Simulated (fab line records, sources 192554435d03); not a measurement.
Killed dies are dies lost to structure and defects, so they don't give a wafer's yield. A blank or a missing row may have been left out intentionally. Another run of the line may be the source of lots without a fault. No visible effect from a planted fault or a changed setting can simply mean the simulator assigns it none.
Chamber matching    flow n5-finfet    N5_BEOL_M15_CMP_49 on cmp-02: 4 sister chambers
The step polishes, stops on SiO2, t overpolish 4.9 s, target thk 850 nm. 4 wafers are shown with their chamber, then 7 later ones without.

EACH WAFER AND ITS CHAMBER
wafer   chamber  motor-current-A (A)
L074.1  2        7.9
L088.5  0        8.5
L089.1  1        8.6
L089.2  3        8.7

WAFERS WITHOUT THEIR CHAMBER
wafer   motor-current-A (A)
L089.6  8.6
L091.3  8.0
L091.4  8.8
L091.5  8.0
L092.1  8.1
L092.2  9.5
L092.5  8.0

WHICH CHAMBER EACH ONE RAN IN
wafer   from the rows above                in truth
L089.6  can't be placed: 1 or 0 or 3       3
L091.3  can't be placed: 2 or 0 or 1 or 3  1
L091.4  can't be placed: 3 or 1 or 0       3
L091.5  can't be placed: 2 or 0 or 1 or 3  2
L092.1  can't be placed: 2 or 0 or 1 or 3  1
L092.2  can't be placed: 3 or 1 or 0       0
L092.5  can't be placed: 2 or 0 or 1 or 3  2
0 of 7 placed correctly. Not placeable from these rows: 7 (in 7, the candidates include the true chamber). Placed wrongly: 0.
How it was worked out, from the rows above alone: a wafer's distance from a chamber is the root of the sum, over the readings, of the square of ((its reading less the chamber's mean) divided by the reading's scatter). If the next closest chamber is less than 2 further off than the closest, the wafer can't be placed; otherwise it belongs to the closest. A chamber's mean is the mean of its shown wafers. The scatter (one wafer shown for each chamber): square how far every hidden wafer sits from the nearest shown wafer, average those squares and take the square root.
